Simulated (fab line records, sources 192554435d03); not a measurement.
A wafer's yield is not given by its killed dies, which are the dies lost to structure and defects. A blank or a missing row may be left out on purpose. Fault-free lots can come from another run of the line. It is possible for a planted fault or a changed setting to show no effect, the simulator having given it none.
Chamber matching | flow n5Finfet | rieDiel-05 running N5_BEOL_M10_ETCH_62: 4 sister chambers
The step etches SOC in N2/H2, target depth 110 nm, overetch 22 nm, time 165 s. 7 wafers are shown with their chamber, then 7 later ones without.

## WAFERS WITH THEIR CHAMBER
wafer  | chamber | drypumpMotorCurrentA (A) | throttleValvePct (%)
L079.2 | 2       | 5.1                      | 17.78
L085.5 | 1       | 6.0                      | 17.73
L087.1 | 1       | 6.1                      | 17.71
L087.4 | 0       | 5.7                      | 17.41
L087.5 | 3       | 5.6                      | 18.02
L091.1 | 0       | 5.7                      | 17.42
L091.5 | 3       | 5.7                      | 18.04

## WAFERS WHOSE CHAMBER IS MISSING
wafer  | drypumpMotorCurrentA (A) | throttleValvePct (%)
L091.6 | 5.1                      | 17.35
L096.1 | 5.6                      | 18.06
L096.4 | 5.1                      | 17.37
L096.5 | 5.1                      | 17.38
L097.1 | 6.1                      | 17.77
L097.5 | 6.1                      | 17.76
L097.6 | 5.7                      | 17.44

## WHICH CHAMBER EACH ONE RAN IN
wafer  | from the rows above | in truth
L091.6 | 0                   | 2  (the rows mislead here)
L096.1 | 3                   | 3
L096.4 | 0                   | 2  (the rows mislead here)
L096.5 | 0                   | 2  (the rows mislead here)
L097.1 | 1                   | 1
L097.5 | 1                   | 1
L097.6 | 0                   | 0
Placed correctly: 4 of 7. Number that these rows cannot place: 0. 3 placed wrongly.
How it was worked out, from the rows above alone: a wafer's distance from a chamber is the root of the sum, over the readings, of the square of ((its reading less the chamber's mean) divided by the reading's scatter). The wafer belongs to the nearest chamber; if the next one is less than 2 further off, it can't be placed. Each chamber's mean is taken over the wafers shown for it. How the scatter is found: for the shown wafers, subtract from each reading the mean of its chamber, square and add these, divide the total by (wafers less chambers), then take the root.
